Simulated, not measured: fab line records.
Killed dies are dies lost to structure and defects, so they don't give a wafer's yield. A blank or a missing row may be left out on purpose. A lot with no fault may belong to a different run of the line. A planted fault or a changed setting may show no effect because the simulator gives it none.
fab line records	flow n5-finfet	part 1 of 2: steps 1 to 4 of 6
[record] lots = 24	wafers = 72	last-day = 17
route steps=1938 shown BEOL_M10@1502 BEOL_M11@1553
lots untouched by any fault: they come from a run of this same line in which no faults occurred
start-h: hours from the record's opening day to when the first of the lot's shown wafers began	wait-h: hours since the lot's step before	" the same as in the row above	L1.1+2: a row that stands for several wafers	- no value, or no start given	* or withheld: withheld	< > ~ a bound
route shown NAME@n: names a module that has steps shown in the file, with the first one's number in the route	usual: mean/standard deviation of fault-free wafers	same: alike in all rows	chamber/n: place in a boat	sites: per-site readings	_std_site: the standard deviation of these	_edge_site: outer sites' mean less inner sites'	radius-mm: how far each site lies from the wafer's centre	mask NAME#n: copy n	behind: tool/chamber where the wafer was last shaped	hold: why the lot went on hold/how many hours it stayed there/how the hold came to an end	device: the transistor (n, p or np) that didn't switch	end of line: the tests these same wafers got at the end of their route	where a step has no rows: the recipe by itself	killed: the dies lost at the first sort to structure and to defects; this is not the yield of the wafer	map: a wafer's dies, x killed, . not, _ none there
set.NAME: the setting that was run; set.NAME@STEP: the one run at that earlier step	model.NAME: the simulator's own value behind a step, which no gauge read
one table for each step of the route and one row for each wafer, over a sample of lots
services: a tool's chamber out of use, with start hour (start-h, from the record's first day; less than 0 if before it), hours out, and reason
[[steps]]
[step N5_BEOL_M10_CD_MEAS_28]
[recipe] target-cd-nm = 70	landing-energy-ev = 500	detector = se-inlens	polarity = opening
[usual] cd-nm = 70.0/0.95
lot.wafer	tool	chamber	start-h	wait-h	cd-nm
L074.1	cd-sem-02	0	221.20	-	69.3
L074.2	"	0	"	"	68.8
L074.4	"	0	"	"	69.8
L075.1	cd-sem-02	0	227.49	-	71.5
L075.3	"	0	"	"	70.4
L075.4	"	0	"	"	70.7
L076.2	cd-sem-03	0	240.10	-	69.0
L076.3	"	0	"	"	69.1
L076.5	"	0	"	"	68.8
L080.3	cd-sem-01	0	250.25	-	70.0
L080.4	"	0	"	"	70.9
L080.5	"	0	"	"	70.7
L077.2	cd-sem-03	0	250.42	-	69.9
L077.5	"	0	"	"	70.5
L077.6	"	0	"	"	69.4
L079.1	cd-sem-03	0	251.06	-	71.0
L079.3	"	0	"	"	69.7
L079.4	"	0	"	"	70.3
L081.1	cd-sem-02	0	251.23	-	70.0
L081.5	"	0	"	"	69.9
L081.6	"	0	"	"	70.3
L078.1	cd-sem-01	0	259.75	-	69.1
L078.5	"	0	"	"	69.2
L078.6	"	0	"	"	69.5
L082.3	cd-sem-01	0	263.42	-	70.9
L082.4	"	0	"	"	70.3
L082.6	"	0	"	"	70.2
L083.2	cd-sem-03	0	273.66	-	70.2
L083.4	"	0	"	"	69.6
L083.5	"	0	"	"	69.3
L084.2	cd-sem-03	0	281.93	-	70.3
L084.5	"	0	"	"	70.9
L084.6	"	0	"	"	69.7
L085.2	cd-sem-03	0	299.22	-	68.8
L085.3	"	0	"	"	68.6
L085.4	"	0	"	"	68.7
L087.4	cd-sem-01	0	299.39	-	69.3
L087.5	"	0	"	"	70.4
L087.6	"	0	"	"	71.2
L086.1	cd-sem-02	0	305.41	-	68.7
L086.3	"	0	"	"	70.2
L086.4	"	0	"	"	69.1
L089.1	cd-sem-01	0	308.53	-	70.1
L089.3	"	0	"	"	69.6
L089.4	"	0	"	"	71.1
L091.2	cd-sem-02	0	311.10	-	69.1
L091.3	"	0	"	"	70.2
L091.5	"	0	"	"	69.6
L088.3	cd-sem-01	0	314.91	-	69.7
L088.5	"	0	"	"	71.7
L088.6	"	0	"	"	71.5
L090.1	cd-sem-03	0	314.95	-	70.0
L090.4	"	0	"	"	68.3
L090.6	"	0	"	"	70.9
L093.3	cd-sem-01	0	321.77	-	70.2
L093.4	"	0	"	"	69.9
L093.5	"	0	"	"	69.1
L092.4	cd-sem-02	0	334.85	-	68.7
L092.5	"	0	"	"	69.6
L092.6	"	0	"	"	70.0
L094.1	cd-sem-01	0	343.09	-	69.7
L094.4	"	0	"	"	69.6
L094.6	"	0	"	"	69.1
L096.1	cd-sem-01	0	362.91	-	70.5
L096.3	"	0	"	"	71.2
L096.5	"	0	"	"	71.0
L097.3	cd-sem-02	0	367.21	-	71.3
L097.4	"	0	"	"	72.1
L097.6	"	0	"	"	70.9
L095.1	cd-sem-02	0	367.37	-	70.9
L095.3	"	0	"	"	71.4
L095.4	"	0	"	"	71.0
[step N5_BEOL_M10_OVL_MEAS_29]
[recipe] points-per-wafer = 44
[usual] V9_OVL = 0.0/0.74
lot.wafer	tool	chamber	start-h	wait-h	V9_OVL[nm]
L074.1	overlay-01	0	221.23	0.0	0.8
L074.2	"	0	"	"	0.9
L074.4	"	0	"	"	0.2
L075.1	overlay-02	0	227.52	0.0	0.2
L075.3	"	0	"	"	0.2
L075.4	"	0	"	"	0.8
L076.2	overlay-02	0	240.13	0.0	1.2
L076.3	"	0	"	"	0.0
L076.5	"	0	"	"	0.0
L080.3	overlay-02	0	250.28	0.0	-1.0
L080.4	"	0	"	"	-0.4
L080.5	"	0	"	"	-1.1
L077.2	overlay-02	0	250.45	0.0	-0.4
L077.5	"	0	"	"	0.0
L077.6	"	0	"	"	-0.1
L079.1	overlay-02	0	251.09	0.0	0.8
L079.3	"	0	"	"	0.6
L079.4	"	0	"	"	-1.0
L081.1	overlay-02	0	251.26	0.0	-1.3
L081.5	"	0	"	"	-0.4
L081.6	"	0	"	"	-0.3
L078.1	overlay-02	0	259.78	0.0	-1.1
L078.5	"	0	"	"	0.1
L078.6	"	0	"	"	0.5
L082.3	overlay-02	0	263.45	0.0	0.8
L082.4	"	0	"	"	0.6
L082.6	"	0	"	"	-0.5
L083.2	overlay-02	0	273.69	0.0	-0.5
L083.4	"	0	"	"	0.6
L083.5	"	0	"	"	-0.1
L084.2	overlay-01	0	281.95	0.0	0.1
L084.5	"	0	"	"	-1.1
L084.6	"	0	"	"	-1.1
L085.2	overlay-01	0	299.25	0.0	-1.2
L085.3	"	0	"	"	-1.4
L085.4	"	0	"	"	-1.2
L087.4	overlay-02	0	299.42	0.0	0.6
L087.5	"	0	"	"	0.5
L087.6	"	0	"	"	0.2
L086.1	overlay-01	0	305.44	0.0	0.6
L086.3	"	0	"	"	-0.3
L086.4	"	0	"	"	0.4
L089.1	overlay-01	0	308.56	0.0	0.0
L089.3	"	0	"	"	1.3
L089.4	"	0	"	"	0.2
L091.2	overlay-01	0	311.13	0.0	-0.1
L091.3	"	0	"	"	-0.8
L091.5	"	0	"	"	0.8
L088.3	overlay-01	0	314.94	0.0	-0.2
L088.5	"	0	"	"	0.0
L088.6	"	0	"	"	0.8
L090.1	overlay-01	0	314.98	0.0	1.3
L090.4	"	0	"	"	0.3
L090.6	"	0	"	"	1.1
L093.3	overlay-02	0	321.79	0.0	-0.7
L093.4	"	0	"	"	-0.8
L093.5	"	0	"	"	-0.7
L092.4	overlay-01	0	334.88	0.0	-0.8
L092.5	"	0	"	"	1.5
L092.6	"	0	"	"	0.0
L094.1	overlay-02	0	343.12	0.0	-0.2
L094.4	"	0	"	"	-0.1
L094.6	"	0	"	"	-1.2
L096.1	overlay-02	0	362.94	0.0	0.2
L096.3	"	0	"	"	0.1
L096.5	"	0	"	"	-0.6
L097.3	overlay-01	0	367.24	0.0	1.3
L097.4	"	0	"	"	0.9
L097.6	"	0	"	"	0.9
L095.1	overlay-02	0	367.40	0.0	-0.5
L095.3	"	0	"	"	-1.1
L095.4	"	0	"	"	0.2
[step N5_BEOL_M11_ETCH_61]
[recipe] chemistry = CF4	target = SiARC	target-depth-a = 390	mask-material = CAR-ArF	time-s = 65	ion-energy-ev = 80	pressure-mtorr = 40	source-w = 545	bias-w = 36	Ar_flow_sccm = 100	cf4-flow-sccm = 100	ends = cleared
[usual] drypump-motor-current-A = 5.5/0.5	etch-rf-on-time-s = 65.1/1.5	mfc-ar-sccm = 100.00/0.28	oes-product-au = 0.65/0.061	rf-vpp-V = 184.4/1.4	showerhead-plenum-p-Torr = 2.16/0.088	throttle-valve-pct = 15.74/0.21
lot.wafer	tool	chamber	start-h	wait-h	drypump-motor-current-A	etch-rf-on-time-s	mfc-ar-sccm	oes-product-au	rf-hours-counter-h	rf-vpp-V	showerhead-plenum-p-Torr	throttle-valve-pct
L074.1	rie-diel-01	1	228.63	0.0	5.8	65.8	99.82	0.71	50	184.9	2.25	15.73
L074.2	"	2	"	"	4.8	63.5	99.98	0.77	31	185.2	2.26	15.45
L074.4	"	3	"	"	5.2	62.6	99.69	0.65	170	184.7	2.13	15.84
L075.1	rie-diel-02	0	234.52	0.0	5.3	65.4	100.44	0.62	184	184.0	2.13	15.86
L075.3	"	3	"	"	5.6	65.1	99.75	0.71	69	185.2	2.26	15.54
L075.4	"	1	"	"	4.9	65.4	100.01	0.60	217	182.5	2.04	15.39
L076.2	rie-diel-01	2	247.73	0.0	4.8	62.0	99.93	0.78	38	186.2	2.25	15.46
L076.3	"	0	"	"	6.1	66.4	100.30	0.60	208	185.0	2.21	15.83
L076.5	"	2	"	"	4.8	63.2	99.70	0.77	-	185.4	2.25	15.45
L080.3	rie-diel-01	0	257.03	0.0	6.2	66.8	99.69	0.59	211	186.5	2.21	15.82
L080.4	"	2	"	"	4.8	62.9	99.95	0.76	40	184.5	2.25	15.45
L080.5	"	2	"	"	4.8	62.7	99.58	0.77	-	184.6	2.25	15.46
L077.2	rie-diel-02	1	257.22	0.0	4.9	66.9	100.02	0.59	225	181.8	2.04	15.42
L077.5	"	1	"	"	4.9	67.0	100.13	0.59	-	182.2	2.04	15.41
L077.6	"	0	"	"	5.3	66.9	99.68	0.60	-	183.0	2.13	15.86
L079.1	rie-diel-01	3	257.52	0.0	5.2	62.9	100.12	0.64	179	185.0	2.13	15.87
L079.3	"	1	"	"	5.8	65.7	99.98	0.71	61	184.8	2.25	15.75
L079.4	"	0	"	"	6.2	67.2	99.90	0.58	211	185.2	2.21	15.84
L081.1	rie-diel-02	3	261.29	0.0	5.6	66.2	99.99	0.70	79	186.3	2.25	15.57
L081.5	"	0	"	"	5.3	66.4	100.17	0.61	-	184.4	2.13	15.87
L081.6	"	1	"	"	4.9	67.3	99.58	0.59	-	182.3	2.04	15.41
L078.1	rie-diel-01	1	265.33	0.0	5.8	65.2	100.27	0.71	63	186.2	2.25	15.75
L078.5	"	0	"	"	6.2	66.0	100.20	0.59	-	184.4	2.21	15.83
L078.6	"	3	"	"	5.2	63.0	100.67	0.64	-	185.6	2.13	15.83
L082.3	rie-diel-02	2	271.47	0.0	6.1	64.8	100.28	0.65	139	182.0	1.98	15.94
L082.4	"	3	"	"	5.6	66.1	100.39	0.70	82	185.6	2.25	15.58
L082.6	"	1	"	"	4.9	66.0	100.03	0.59	-	183.5	2.03	15.41
L083.2	rie-diel-01	3	279.73	0.0	5.2	63.4	100.64	0.64	185	182.6	2.13	15.87
L083.4	"	0	"	"	6.2	66.8	100.13	0.59	217	183.7	2.21	15.83
L083.5	"	3	"	"	5.2	63.7	100.12	0.63	-	184.3	2.13	15.87
L084.2	rie-diel-03	3	287.03	0.0	5.8	66.3	99.64	0.63	139	186.6	2.22	15.71
L084.5	"	1	"	"	5.2	66.6	99.90	0.60	-	185.0	2.13	15.90
L084.6	"	2	"	"	6.4	66.1	100.29	0.61	-	184.0	2.21	15.53
L085.2	rie-diel-01	0	304.13	0.0	6.1	66.8	100.01	0.58	224	184.7	2.21	15.85
L085.3	"	2	"	"	4.8	62.9	99.73	0.75	53	185.9	2.25	15.48
L085.4	"	3	"	"	5.2	62.4	99.41	0.64	192	183.1	2.12	15.86
L087.4	rie-diel-01	3	305.57	0.0	5.2	62.5	99.85	0.63	192	184.5	2.12	15.87
L087.5	"	3	"	"	5.2	62.0	99.78	0.63	-	183.6	2.12	15.87
L087.6	"	0	"	"	6.2	66.3	99.93	0.58	-	183.9	2.21	15.84
L086.1	rie-diel-01	3	312.54	0.0	5.2	62.1	100.34	0.63	194	184.0	2.12	15.89
L086.3	"	2	"	"	4.8	62.5	99.95	0.75	56	185.0	2.25	15.49
L086.4	"	0	"	"	6.2	67.0	99.81	0.58	226	186.4	2.21	15.85
L089.1	rie-diel-02	0	313.76	0.0	5.3	66.0	100.50	0.60	210	184.5	2.12	15.90
L089.3	"	3	"	"	5.6	66.2	100.04	0.69	95	185.8	2.25	15.59
L089.4	"	2	"	"	6.1	64.1	100.09	0.64	151	182.7	1.98	15.96
L091.2	rie-diel-02	2	317.28	0.0	6.1	64.0	100.13	0.63	152	182.5	1.98	15.96
L091.3	"	0	"	"	5.3	65.6	100.11	0.60	212	184.0	2.12	15.91
L091.5	"	3	"	"	5.6	65.5	100.59	0.69	-	184.4	2.25	15.61
L090.1	rie-diel-02	3	320.79	0.0	5.6	64.0	99.73	0.70	98	186.3	2.25	15.60
L090.4	"	2	"	"	6.1	64.1	99.96	0.64	154	181.4	1.98	15.97
L090.6	"	0	"	"	5.3	65.4	100.45	0.60	-	184.2	2.12	15.91
L088.3	rie-diel-01	2	321.85	0.0	4.8	62.7	100.05	0.74	60	185.8	2.25	15.49
L088.5	"	3	"	"	5.2	62.3	99.81	0.63	-	184.5	2.12	15.88
L088.6	"	2	"	"	4.8	63.0	100.10	0.74	-	183.7	2.25	15.48
L093.3	rie-diel-01	0	328.08	0.0	6.2	66.7	99.83	0.58	231	184.6	2.20	15.87
L093.4	"	2	"	"	4.8	63.7	100.18	0.73	62	184.5	2.25	15.50
L093.5	"	2	"	"	4.8	63.5	100.22	0.73	-	184.6	2.25	15.50
L092.4	rie-diel-02	0	349.18	0.0	5.3	66.3	99.81	0.59	-	183.8	2.12	15.93
L092.5	"	3	"	"	5.6	66.2	100.20	0.68	-	187.3	2.24	15.63
L092.6	"	2	"	"	6.1	65.4	99.84	0.63	-	180.8	1.97	16.02
L094.1	rie-diel-03	3	349.23	0.0	5.8	66.9	99.94	0.62	156	183.3	2.22	15.72
L094.4	"	2	"	"	6.4	66.1	99.73	0.60	-	185.0	2.20	15.56
L094.6	"	0	"	"	5.3	64.7	99.96	0.60	-	183.0	2.13	16.08
L096.1	rie-diel-03	3	368.96	0.0	5.8	67.5	100.00	0.61	164	184.8	2.22	15.75
L096.3	"	1	"	"	5.2	65.9	99.75	0.59	207	184.0	2.12	15.94
L096.5	"	3	"	"	5.8	67.7	100.00	0.61	-	185.9	2.22	15.75
L095.1	rie-diel-02	3	373.39	0.0	5.6	65.9	100.13	0.67	119	185.0	2.24	15.65
L095.3	"	0	"	"	5.3	66.1	100.04	0.58	234	184.7	2.11	15.95
L095.4	"	2	"	"	6.1	65.4	100.29	0.62	174	182.6	1.97	16.01
L097.3	rie-diel-03	0	373.41	0.0	5.3	64.8	100.24	0.59	238	182.9	2.12	16.08
L097.4	"	1	"	"	5.2	66.0	100.14	0.59	208	181.9	2.12	15.93
L097.6	"	1	"	"	5.2	65.8	99.94	0.59	-	182.8	2.12	15.96
[step N5_BEOL_M11_CD_MEAS_28]
[recipe] target-cd-nm = 70	landing-energy-ev = 500	detector = se-inlens	polarity = opening
[usual] cd-nm = 70.3/0.87
lot.wafer	tool	chamber	start-h	wait-h	cd-nm
L074.1	cd-sem-02	0	229.54	-	69.1
L074.2	"	0	"	"	68.8
L074.4	"	0	"	"	69.9
L075.1	cd-sem-02	0	236.51	-	71.9
L075.3	"	0	"	"	71.5
L075.4	"	0	"	"	71.4
L076.2	cd-sem-02	0	251.40	-	70.8
L076.3	"	0	"	"	70.1
L076.5	"	0	"	"	70.5
L077.2	cd-sem-01	0	259.52	-	69.6
L077.5	"	0	"	"	70.7
L077.6	"	0	"	"	69.1
L080.3	cd-sem-02	0	259.69	-	70.2
L080.4	"	0	"	"	70.4
L080.5	"	0	"	"	69.8
L079.1	cd-sem-02	0	259.86	-	70.1
L079.3	"	0	"	"	70.9
L079.4	"	0	"	"	70.1
L081.1	cd-sem-02	0	264.98	-	70.0
L081.5	"	0	"	"	71.8
L081.6	"	0	"	"	69.3
L078.1	cd-sem-03	0	266.41	-	68.8
L078.5	"	0	"	"	69.7
L078.6	"	0	"	"	70.5
L082.3	cd-sem-01	0	273.73	-	70.5
L082.4	"	0	"	"	70.1
L082.6	"	0	"	"	68.8
L083.2	cd-sem-01	0	281.92	-	69.6
L083.4	"	0	"	"	69.5
L083.5	"	0	"	"	70.8
L084.2	cd-sem-02	0	289.54	-	71.4
L084.5	"	0	"	"	70.5
L084.6	"	0	"	"	71.7
L085.2	cd-sem-03	0	305.16	-	71.2
L085.3	"	0	"	"	70.9
L085.4	"	0	"	"	71.3
L087.4	cd-sem-01	0	308.41	-	70.7
L087.5	"	0	"	"	71.5
L087.6	"	0	"	"	71.7
L089.1	cd-sem-03	0	315.04	-	70.7
L089.3	"	0	"	"	69.9
L089.4	"	0	"	"	70.6
L086.1	cd-sem-01	0	315.08	-	71.3
L086.3	"	0	"	"	69.9
L086.4	"	0	"	"	70.7
L091.2	cd-sem-02	0	319.31	-	70.3
L091.3	"	0	"	"	70.6
L091.5	"	0	"	"	70.8
L090.1	cd-sem-03	0	321.66	-	69.4
L090.4	"	0	"	"	68.7
L090.6	"	0	"	"	69.5
L088.3	cd-sem-03	0	323.87	-	70.2
L088.5	"	0	"	"	70.8
L088.6	"	0	"	"	71.4
L093.3	cd-sem-01	0	328.99	-	70.8
L093.4	"	0	"	"	71.2
L093.5	"	0	"	"	70.7
L092.4	cd-sem-03	0	350.33	-	71.2
L092.5	"	0	"	"	70.9
L092.6	"	0	"	"	70.3
L094.1	cd-sem-02	0	351.65	-	70.4
L094.4	"	0	"	"	69.2
L094.6	"	0	"	"	70.1
L096.1	cd-sem-02	0	371.82	-	69.6
L096.3	"	0	"	"	68.2
L096.5	"	0	"	"	69.7
L095.1	cd-sem-03	0	374.23	-	69.8
L095.3	"	0	"	"	71.6
L095.4	"	0	"	"	70.3
L097.3	cd-sem-01	0	374.28	-	70.8
L097.4	"	0	"	"	70.9
L097.6	"	0	"	"	69.8
